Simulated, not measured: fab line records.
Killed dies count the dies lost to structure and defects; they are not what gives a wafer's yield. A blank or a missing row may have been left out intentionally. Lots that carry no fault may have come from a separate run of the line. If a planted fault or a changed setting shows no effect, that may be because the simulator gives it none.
Which tool was responsible? -- flow n5 finfet -- 10 lots with 30 wafers sampled at 5 steps, on a route of 1938 steps

== WHAT THE GAUGES READ, wafer by wafer ==
N5_BEOL_M0_SAQP_CD_MEAS_25: the cd target is 13.1 nm. Usual: 12.81 nm for cd nm, sd 0.2.
lot,measured,on,cd nm (nm),flag
L238,day 6 04:28,cd sem-02,12.69 12.85 12.82,
L239,day 6 09:55,cd sem-02,12.81 12.91 12.77,
L241,day 6 19:53,cd sem-02,13.00 12.78 12.86,
L245,day 7 16:56,cd sem-03,12.96 12.49 12.51,
L248,day 8 14:44,cd sem-01,12.77 13.05 12.48,
L249,day 9 00:20,cd sem-01,12.71 12.64 12.90,
L250,day 9 04:07,cd sem-03,12.61 13.21 12.36,
L255,day 10 08:21,cd sem-03,12.74 13.07 12.69,
L259,day 10 22:47,cd sem-02,12.89 12.82 12.20,
L260,day 11 10:51,cd sem-01,12.63 12.83 13.09,

N5_BEOL_M0_SAQP_CD_MEAS_29: the cd target is 14.4 nm. Usual: 14.99 nm for cd nm, sd 0.21.
lot,measured,on,cd nm (nm),flag
L238,day 6 06:13,cd sem-02,14.88 14.96 14.87,
L239,day 6 11:59,cd sem-02,15.02 15.19 15.12,
L241,day 6 21:50,cd sem-03,15.14 14.99 14.86,
L245,day 7 18:55,cd sem-03,14.80 14.77 14.88,
L248,day 8 16:46,cd sem-02,15.17 15.13 15.04,
L249,day 9 02:05,cd sem-02,15.12 15.11 14.88,
L250,day 9 05:52,cd sem-01,14.61 14.51 14.72,
L255,day 10 10:06,cd sem-01,15.04 14.87 15.18,
L259,day 11 01:04,cd sem-03,14.86 15.04 14.95,
L260,day 11 12:43,cd sem-02,15.22 15.04 14.74,

N5_BEOL_M4_RC_MEAS_101. Usual: DIBL_N 36.4 mV/V, standard deviation 1.6; DIBL_P 36.2 mV/V, standard deviation 1.8; IOFF_N 0.159 nA/um, standard deviation 0.029; IOFF_P 0.21 nA/um, standard deviation 0.034; ION_N 670 uA/um, standard deviation 12; ION_P 459 uA/um, standard deviation 8.2; SS_N 71.5 mV/dec, standard deviation 0.59; SS_P 73.2 mV/dec, standard deviation 0.54; VT_N 250 mV, standard deviation 3.3; VT_P -250 mV, standard deviation 3.7.
lot,measured,on,DIBL_N (mV/V),DIBL_P (mV/V),IOFF_N (nA/um),IOFF_P (nA/um),ION_N (uA/um),ION_P (uA/um),SS_N (mV/dec),SS_P (mV/dec),VT_N (mV),VT_P (mV),flag
L238,day 8 17:43,prober-02,34.2 34.8 36.8,33.1 34.2 35.6,0.127 0.133 0.163,0.17 0.19 0.21,658 660 668,450 454 462,71.2 70.8 72.0,73.0 73.5 72.5,253 252 252,-252 -252 -250,
L239,day 9 12:06,prober-02,34.8 37.0 36.3,33.3 35.7 34.5,0.133 0.170 0.144,0.20 0.24 0.22,674 685 658,465 464 459,70.2 71.5 71.6,73.3 72.6 73.3,252 248 252,-249 -247 -247,
L241,day 9 19:52,prober-01,37.4 34.0 35.3,39.1 34.9 35.5,0.216 0.136 0.154,0.26 0.20 0.19,689 673 667,473 460 454,71.9 70.8 71.1,73.9 73.1 73.5,241 251 250,-246 -253 -253,
L245,day 11 16:36,prober-01,35.4 34.2 36.1,35.6 34.4 38.2,0.146 0.130 0.167,0.17 0.15 0.20,671 657 672,458 442 455,71.8 72.3 72.0,72.9 72.1 73.4,250 255 249,-255 -256 -251,
L248,day 11 20:03,prober-01,36.5 34.5 36.1,36.5 33.8 36.9,0.153 0.119 0.135,0.20 0.16 0.20,663 657 658,457 449 459,71.3 70.7 70.6,73.3 72.7 73.9,250 256 253,-253 -254 -252,
L249,day 12 08:26,prober-01,36.2 36.7 35.9,35.0 34.4 33.1,0.141 0.149 0.131,0.21 0.19 0.19,664 656 669,462 459 460,71.5 71.7 70.6,73.0 72.9 72.8,252 253 250,-249 -251 -251,
L250,day 12 14:15,prober-02,39.6 37.1 38.9,38.4 35.3 36.7,0.228 0.165 0.199,0.24 0.20 0.22,701 671 681,467 455 456,72.1 71.9 71.9,73.0 73.3 73.1,246 248 248,-248 -252 -251,
L255,day 13 02:19,prober-01,38.3 35.2 37.8,39.3 37.0 40.3,0.193 0.148 0.189,0.27 0.23 0.29,676 677 679,464 467 473,72.3 70.9 72.2,73.4 73.4 74.0,247 249 245,-246 -246 -243,
L259,day 14 19:29,prober-01,36.1 37.3 33.1,37.1 39.1 34.9,0.157 0.196 0.117,0.22 0.26 0.19,657 689 652,458 472 460,71.7 71.7 70.8,73.4 73.6 72.5,253 247 253,-250 -248 -250,
L260,day 14 23:20,prober-02,37.0 32.8 32.9,37.7 33.8 34.5,0.179 0.114 0.119,0.27 0.20 0.23,671 657 660,468 466 464,72.1 70.8 70.8,73.9 72.3 73.0,248 255 249,-245 -246 -247,

== EACH LOT AND THE TOOL THAT RAN IT (in order: tool; ch and the chambers of the sampled wafers; start) ==
lot,N5_BEOL_M0_SAQP_SPACER1_ALD_98,N5_BEOL_M0_SAQP_ETCH_107
L238,"ald sin-04 ch 0,1,2, day 6 03:47","rie diel-05 ch 0,1,3, day 6 05:14"
L239,"ald sin-02 ch 1,2, day 6 09:14","rie diel-04 ch 2,3, day 6 10:41"
L241,"ald sin-02 ch 0,1,3, day 6 19:07","rie diel-05 ch 0,1,3, day 6 20:40"
L245,"ald sin-02 ch 1,2,3, day 7 16:16","rie diel-04 ch 1,2, day 7 17:52"
L248,"ald sin-02 ch 1,2,3, day 8 14:04","rie diel-04 ch 0,2,3, day 8 15:42"
L249,"ald sin-01 ch 0,2,3, day 8 23:39","rie diel-05 ch 1,2,3, day 9 01:05"
L250,"ald sin-02 ch 0,2,3, day 9 03:26","rie diel-05 ch 0,1,3, day 9 04:53"
L255,"ald sin-04 ch 0,1,2, day 10 07:40","rie diel-05 ch 2,3, day 10 09:07"
L259,"ald sin-02 ch 0,2,3, day 10 22:03","rie diel-04 ch 1,2,3, day 10 23:47"
L260,"ald sin-04 ch 0,2,3, day 11 09:59","rie diel-05 ch 2,3, day 11 11:38"
- N5_BEOL_M0_SAQP_SPACER1_ALD_98: deposits SiO2, target thk 12.8 nm, pulse time 1 s, purge time 2 s.
- N5_BEOL_M0_SAQP_ETCH_107: etches SiNx in CH3F/O2, target depth 30 nm.

== AS READ BY THE TOOLS THEMSELVES (means over the sampled wafers that have a number; for cases with no such wafer, the mark the record gives instead) ==
N5_BEOL_M0_SAQP_SPACER1_ALD_98. Usual: heater power w 498 W, standard deviation 42; precursor pulse height rel 0.999, standard deviation 0.02.
lot,tool,heater power w (W),precursor pulse height rel,flag
L238,ald sin-04,497,0.988,
L239,ald sin-02,479,1.003,
L241,ald sin-02,519,0.996,
L245,ald sin-02,498,1.014,
L248,ald sin-02,493,1.005,
L249,ald sin-01,502,0.994,
L250,ald sin-02,527,0.990,
L255,ald sin-04,499,0.980,
L259,ald sin-02,529,0.997,
L260,ald sin-04,472,1.017,

N5_BEOL_M0_SAQP_ETCH_107. Usual: bias w 73.02 W, standard deviation 0.22; drypump motor current A 5.6 A, standard deviation 0.49; oes_ar_750_au 0.79 a.u., standard deviation 0.089; oes product au 0.80 a.u., standard deviation 0.094; rf fwd power W 390.6 W, standard deviation 1.9; rf vpp V 299 V, standard deviation 4.6; showerhead plenum p Torr 2.00 Torr, standard deviation 0.085; throttle valve pct 16.45 %, standard deviation 0.18.
lot,tool,bias w (W),drypump motor current A (A),oes_ar_750_au (a.u.),oes product au (a.u.),rf fwd power W (W),rf vpp V (V),showerhead plenum p Torr (Torr),throttle valve pct (%),flag
L238,rie diel-05,73.05,5.9,0.76,0.77,391.6,301,2.00,16.37,
L239,rie diel-04,73.23,6.2,0.83,0.84,389.8,298,2.01,16.59,
L241,rie diel-05,72.89,5.9,0.76,0.77,390.7,300,1.99,16.39,
L245,rie diel-04,74.51,5.5,0.76,0.77,390.8,305,2.03,16.54,OFF
L248,rie diel-04,74.81,5.7,0.85,0.87,389.6,306,2.06,16.45,OFF
L249,rie diel-05,72.82,5.9,0.77,0.80,390.5,296,2.01,16.40,
L250,rie diel-05,72.94,5.8,0.74,0.74,391.8,300,1.99,16.42,
L255,rie diel-05,73.15,5.8,0.83,0.84,391.4,296,2.06,16.27,
L259,rie diel-04,73.15,5.8,0.76,0.77,390.1,298,2.00,16.61,
L260,rie diel-05,72.97,5.8,0.81,0.83,390.6,296,2.05,16.27,

== THE ANSWER, worked out from the rows above alone ==
Rule: a lot counts as off when the mean over its wafers that have a number is more than 3 standard deviations away from the usual mean. A lot without any number at a reading at which 4 lots or more have one is off too. Any other lot the step has rows for is counted as sound. The gauges are gone through in route order, then the tools' own readings, and for those a lot's mean is taken as printed above. The first step at which some lot is off is used, and at that step the reading that is off furthest; a lot without a number counts as furthest.
Off at N5_BEOL_M0_SAQP_ETCH_107 (bias w): L245, L248.
A tool fits if, at that step or a process step before it, it ran every lot that is off, and no sound lot after the first of them. Of those tried, none fits.

== WHAT WAS PUT IN BY THE SIMULATOR ==
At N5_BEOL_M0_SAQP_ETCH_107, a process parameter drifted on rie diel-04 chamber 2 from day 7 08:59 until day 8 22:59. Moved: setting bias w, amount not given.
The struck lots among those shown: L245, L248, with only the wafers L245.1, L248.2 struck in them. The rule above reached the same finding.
